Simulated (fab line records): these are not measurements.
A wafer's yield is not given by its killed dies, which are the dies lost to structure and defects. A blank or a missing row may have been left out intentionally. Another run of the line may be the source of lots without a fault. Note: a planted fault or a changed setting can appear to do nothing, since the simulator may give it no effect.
A struck lot beside a sound one    flow n5-finfet    15 steps out of a route of 1938
Sound: these wafers, L224.1, L224.2, L224.6. Wafers L229.3, L229.4, L229.5 were the ones struck. Last of all comes the cause.
At each step with rows: each side's tool, then ch and its chambers, then its first start. Under that, the readings that differ: sound wafers    struck wafers    difference of the means    sigmas: that difference in standard deviations of wafers without a fault.
alike: same words and numbers on both sides, and readings whose means sit less than 2 such deviations apart. not compared: any withheld reading, any reading some wafer has no value for, any bound like >300 that may hide the same value, and any number with overlapping values for which the record gives no deviation.
A row with sigmas, a row that says differs or no value, or rows on one side alone: a step with any of these is where the two part. Numbers that don't overlap but have no deviation are shown without sigmas and don't part them. A reading missing from all wafers of one side parts the sides only when that side holds two or more wafers.

N5_DUMMY_REMOVAL_STRIP_10: strips in N2/H2, time 40 s.
  sound on rie-diel-06 ch 0,3, day 5 09:54; struck on rie-diel-01 ch 2,3, day 6 18:22
  alike: bias-power-w, drypump-motor-current-A, oes-product-au, rf-vpp-V, showerhead-plenum-p-Torr, throttle-valve-pct
  not compared: rf-hours-counter-h
then, 2 steps without rows for these wafers: N5_DUMMY_REMOVAL_PRECLEAN_07 (cleans in dHF, time 30 s); N5_DUMMY_REMOVAL_DUMMY_REMOVE_02 (chemistry TMAH, target poly-Si, stops on SiO2, target depth 142 nm, time 57 s, rinse time 30 s).
N5_DUMMY_REMOVAL_INSPECT_06: inspects for defects (brightfield).
  struck on defect-inspect-01, day 6 18:32; sound on defect-inspect-02, day 5 10:04
  alike: raw-defect-count
then, 4 steps without rows for these wafers: N5_DUMMY_REMOVAL_PRECLEAN_08 (cleans in NF3:NH3, afs cycles 2, time 20 s, sublimation time 60 s); N5_DUMMY_REMOVAL_PRECLEAN_04 (cleans in DHF, time 37 s); N5_DUMMY_REMOVAL_SRD_05 (time 30 s); N5_HKMG_FIN_IL_REGROW_00 (material SiO2, chemistry O3, target thk 0.75 nm, time 30 s).
N5_HKMG_FIN_HK_ALD_01: deposits HfO2, target thk 1.6 nm, pulse time 3 s, purge time 3 s.
  sound on ald-hk-03 ch 0,1,2, day 5 10:26; struck on ald-hk-03 ch 0,1,3, day 6 18:53
  alike: precursor-pulse-height-rel
N5_HKMG_FIN_HK_ANNEAL_02: time 30 s.
  sound on rtp-anneal-01 ch 0, day 5 10:44; struck on rtp-anneal-01 ch 0, day 6 19:16
  alike: lamp-power-pct, lamp_zone_5_pct, wafer_temp_C_max
N5_HKMG_FIN_ALD_74: deposits La2O3, target thk 0.5 nm, pulse time 6 s, co reactant pulse time 1 s.
  sound on ald-hk-01 ch 2,3, day 5 10:58; struck on ald-hk-02 ch 2,3, day 6 19:26
  alike: heater-power-w, precursor-pulse-height-rel
N5_HKMG_FIN_ALD_75: deposits Al2O3, target thk 1 nm, co reactant pulse time 1 s.
  sound on ald-hk-01 ch 2,3, day 5 11:03; struck on ald-hk-02 ch 2,3, day 6 19:30
reading             sound        struck       difference  sigmas
heater-power-w (W)  155 147 143  179 156 176  +22         +2
  alike: precursor-pulse-height-rel
N5_HKMG_FIN_COAT_41: time 60 s, resist thk 300 nm.
  sound on litho-track-03 ch 0, day 5 11:08; struck on litho-track-05 ch 0, day 6 19:36
reading                                    sound                 struck                difference  sigmas
heater-power-total-W (W)                   498.7 501.7 502.2     448.1 449.8 452.6     -50.7       -28
plate-temp-C (C)                           249.71 249.99 249.99  229.76 229.11 229.28  -20.51      -99 or more
model.SOC_of_HKMG_FIN_COAT_41.thk-nm (nm)  299.6 298.4 299.6     303.2 303.2 302.2     +3.7        
then, 1 step without rows for these wafers: N5_HKMG_FIN_COAT_42 (time 60 s, resist thk 35 nm).
-- the record jumps here: 8 days lie between the struck wafers' starts before and after (it left off in module HKMG_FIN and takes up again in module BEOL_M4, whose first step shown is number 1111 of the route) --
N5_BEOL_M4_RC_MEAS_101:
  sound on prober-01 ch 0, day 11 16:53; struck on prober-01 ch 0, day 14 12:25
  alike: DIBL_N, DIBL_P, IOFF_N, IOFF_P, ION_N, ION_P, SS_N, SS_P, VT_N, VT_P

WHERE THEY PART
Last at N5_HKMG_FIN_COAT_41 as far as this record goes, first at N5_HKMG_FIN_ALD_75. Later steps at which nothing parts them and some readings are alike: N5_BEOL_M4_RC_MEAS_101.

WHY: what had been put in by the simulator
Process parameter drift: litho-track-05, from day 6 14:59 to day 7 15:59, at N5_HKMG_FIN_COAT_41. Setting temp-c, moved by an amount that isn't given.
